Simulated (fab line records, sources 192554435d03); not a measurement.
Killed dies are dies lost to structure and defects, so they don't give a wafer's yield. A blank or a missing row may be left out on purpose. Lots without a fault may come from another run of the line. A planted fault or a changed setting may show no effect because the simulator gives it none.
A struck lot beside a sound one | flow n5_finfet | 37 steps out of a route of 1938
Sound: wafers L517.2, L517.3, L517.5. Struck: wafer L515.2. (L515.1 of the same lot was not struck and is left out.) The cause comes at the end.
At each step with rows: each side's tool, then ch and its chambers, then its first start. Under that, the readings that differ: sound wafers | struck wafers | difference of the means | sigmas: that difference in standard deviations of wafers without a fault.
alike: readings whose means differ by less than 2 such deviations, and words and numbers that are the same on both sides. not compared: withheld readings, readings that some wafer has no value for, bounds like >300 that may hide the same value, and numbers for which the record gives no deviation and whose values overlap.
The two part at a step that has a row with sigmas, a row that says differs or no value, or rows on one side only. Numbers that don't overlap but have no deviation are shown without sigmas and don't part them. A reading that every wafer of one side lacks parts them only if that side has two wafers or more.

first, 9 steps without rows for these wafers: N5_BEOL_M10_ALD_74 (deposits TaN, target thk 2 nm, pulse time 2 s, purge time 3 s); N5_BEOL_M10_SURFACE_TREAT_76; N5_BEOL_M10_CVD_75 (deposits Co from CCTBA/H2, target thk 2 nm, time 138.9 s); N5_BEOL_M10_SPUTTER_48 (material Cu, target thk 12 nm, time 2 s); N5_BEOL_M10_ECD_50 (material Cu, target thk 318 nm); N5_BEOL_M10_ANNEAL_51 (time 90 s); N5_BEOL_M10_CMP_52 (polishes, stops on SiCOH lowk, t overpolish 7 s, target thk 140 nm); N5_BEOL_M10_PRE_CLEAN_55 (time 15 s); N5_BEOL_M10_DEP_56 (deposits SiCN from 3MS/NH3, target thk 15 nm, time 26.5 s).
N5_BEOL_M11_ILD_DEP_00: deposits SiCOH lowk from DEMS/porogen, target thk 308.51 nm, time 58 s.
  sound on pecvd-04 ch 0,1,2, day 15 10:10; struck on pecvd-02 ch 0, day 15 03:26
  reading                                             | sound             | struck | difference | sigmas
  showerhead_plenum_p_Torr (Torr)                     | 5.740 5.758 5.753 | 5.699  | -0.051     | -4
  model.SiCOH_lowk_of_BEOL_M11_ILD_DEP_00.thk_nm (nm) | 308.8 311.4 318   | 285.8  | -26.9      |
  alike: chamber_pressure_Torr, heater_power_w, rf_fwd_power_W, throttle_valve_pct
then, 1 step without rows for these wafers: N5_BEOL_M11_CURE_71 (cures SiCOH lowk, time 240 s).
N5_BEOL_M11_THK_MEAS_01:
  sound on film_metro-01, day 15 10:46; struck on film_metro-01, day 15 04:01
  reading          | sound       | struck | difference | sigmas
  M11_ILD_THK (nm) | 268 271 276 | 248    | -24        | -7
then, 23 steps without rows for these wafers: N5_BEOL_M11_PECVD_70 (deposits SiO2 from TEOS/O2, target thk 20 nm, time 22.7 s); N5_BEOL_M11_HM_DEP_02 (deposits TiN, target thk 20 nm); N5_BEOL_M11_COAT_59 (time 60 s, resist thk 100 nm); N5_BEOL_M11_COAT_60 (time 60 s, resist thk 30 nm); N5_BEOL_M11_COAT_05 (resist thk 90 nm); N5_BEOL_M11_EBR_07; N5_BEOL_M11_SOFTBAKE_06 (time 60 s); N5_BEOL_M11_EXPOSE_08 (exposes mask M11); N5_BEOL_M11_PEB_09 (peb time 60 s); N5_BEOL_M11_DEVELOP_10 (develop time 30 s); N5_BEOL_M11_DESCUM_16 (chemistry O2, time 7.9 s); N5_BEOL_M11_ETCH_61 (etches SiARC in CF4, target depth 39 nm, time 65 s); N5_BEOL_M11_ETCH_62 (etches SOC in N2/H2, target depth 110 nm, overetch 22 nm, time 165 s); N5_BEOL_M11_STRIP_68 (strips in N2/H2); N5_BEOL_M11_STRIP_67 (strips in CF4); N5_BEOL_M11_HM_OPEN_17 (chemistry Cl2/BCl3, target TiN, target depth 20 nm, overetch 6 nm); N5_BEOL_M11_STRIP_19 (strips in O2); N5_BEOL_M11_COAT_63 (time 60 s, resist thk 100 nm); N5_BEOL_M11_COAT_64 (time 60 s, resist thk 30 nm); N5_BEOL_M11_COAT_22 (resist thk 90 nm); N5_BEOL_M11_EBR_24; N5_BEOL_M11_SOFTBAKE_23 (time 60 s); N5_BEOL_M11_EXPOSE_25 (exposes mask V10).
N5_BEOL_M11_CMP_52: polishes, stops on SiCOH lowk, t overpolish 7 s, target thk 140 nm.
  sound on cmp-04 ch 0,1, day 15 18:03; struck on cmp-03 ch 2, day 15 17:41
  reading                                             | sound             | struck | difference | sigmas
  model.SiCOH_lowk_of_BEOL_M11_ILD_DEP_00.thk_nm (nm) | 265.2 267.6 273.4 | 245    | -24        |
  alike: clearing_platen_down_force_psi, edge_zone_pressure_frac, motor_current_A, retaining_ring_pressure_frac, slurry_flow_ml_min
N5_PASSIVATION_PROBE_49:
  sound on prober-01, day 17 05:49; struck on prober-01, day 17 09:58
  alike: defect_limited_yield, killed_at_M0_to_M3, killed_at_M4_up, killed_at_contacts, killed_at_front_end, killed_at_other, killed_dies, killed_open, killed_short, sort_bin_5_function, sort_bin_6_memory, sort_bin_8_speed, sort_n_pass, sort_yield_pct

WHERE THEY PART
First at N5_BEOL_M11_ILD_DEP_00; last, within this record, at N5_BEOL_M11_THK_MEAS_01. Later steps at which nothing parts them and some readings are alike: N5_BEOL_M11_CMP_52, N5_PASSIVATION_PROBE_49.

WHY: what the simulator had put in
Process parameter drift: pecvd-02, from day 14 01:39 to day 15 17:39, at N5_BEOL_M11_ILD_DEP_00. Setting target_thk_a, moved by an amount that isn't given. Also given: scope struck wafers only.
